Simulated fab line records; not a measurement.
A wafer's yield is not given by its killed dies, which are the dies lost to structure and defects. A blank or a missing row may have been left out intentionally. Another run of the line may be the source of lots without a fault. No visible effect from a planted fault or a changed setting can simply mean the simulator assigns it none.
Chamber matching	flow n5Finfet	N5_BEOL_M2_DEP_57 on pecvd-02 has 3 sister chambers
The step deposits SiCN from 3MS/NH3, target thk 8 nm, time 14 s. 6 wafers are shown with their chamber, then 7 later ones without.

WAFERS, EACH WITH ITS CHAMBER
wafer	chamber	throttleValvePct (%)	showerheadPlenumPTorr (Torr)
L080.1	2	9.9	3.649
L080.4	1	9.1	3.666
L083.2	1	9.1	3.670
L083.3	0	8.5	3.643
L092.2	2	9.2	3.639
L092.3	0	8.5	3.643

WAFERS WITH NO CHAMBER GIVEN
wafer	throttleValvePct (%)	showerheadPlenumPTorr (Torr)
L092.6	8.9	3.636
L094.3	9.0	3.640
L094.5	9.0	3.654
L094.6	9.3	3.682
L095.2	8.6	3.648
L095.4	9.3	3.679
L095.5	9.1	3.642

THE CHAMBER EACH PASSED THROUGH
wafer	from the rows above	in truth
L092.6	can't be placed: 0 or 2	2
L094.3	can't be placed: 0 or 2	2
L094.5	can't be placed: 2 or 0 or 1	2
L094.6	1	1
L095.2	0	0
L095.4	1	1
L095.5	can't be placed: 2 or 0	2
Correctly placed: 3 of 7. Not placeable from these rows: 4 (in 4, the candidates include the true chamber). Number placed wrongly: 0.
How it was worked out, from the rows above alone: a wafer's distance from a chamber is the root of the sum, over the readings, of the square of ((its reading less the chamber's mean) divided by the reading's scatter). If the next closest chamber is less than 2 further off than the closest, the wafer can't be placed; otherwise it belongs to the closest. For every chamber, the mean is computed from those of its wafers that are shown. The scatter is the square root of a quotient: the sum, over the shown wafers, of each reading's squared deviation from its chamber's mean, divided by wafers minus chambers.
